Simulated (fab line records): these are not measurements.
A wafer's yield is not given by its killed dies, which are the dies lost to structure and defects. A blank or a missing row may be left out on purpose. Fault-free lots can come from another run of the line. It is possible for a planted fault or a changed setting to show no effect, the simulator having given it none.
Matching of chambers	flow n5 finfet	4 sister chambers for N5_BEOL_M0_SAQP_STRIP_75 on rie diel-02
The step strips in CF4. 4 wafers are shown with their chamber, then 9 later ones without.

== WAFERS PAIRED WITH THEIR CHAMBERS ==
wafer	chamber	drypump motor current A (A)
L082.3	0	5.6
L083.3	3	5.8
L083.4	1	6.4
L083.5	2	6.0

== WAFERS WITH NO CHAMBER GIVEN ==
wafer	drypump motor current A (A)
L087.1	5.8
L087.4	6.1
L087.6	6.3
L095.4	5.8
L095.5	6.0
L095.6	5.6
L096.2	5.6
L096.3	6.0
L096.6	5.6

== CHAMBER TAKEN BY EACH ==
wafer	from the rows above	in truth
L087.1	3	3
L087.4	2	2
L087.6	1	1
L095.4	3	3
L095.5	2	2
L095.6	0	0
L096.2	0	0
L096.3	2	2
L096.6	0	0
9 of 9 placed correctly. Left unplaced by these rows: 0. 0 placed wrongly.
How it was worked out, from the rows above alone: a wafer's distance from a chamber is the root of the sum, over the readings, of the square of ((its reading less the chamber's mean) divided by the reading's scatter). The wafer belongs to the nearest chamber; if the next one is less than 2 further off, it can't be placed. The mean given for a chamber averages the wafers shown for that chamber. The scatter: with one shown wafer a chamber, the root of the mean of the squares of how far each hidden wafer lies from its nearest shown one.
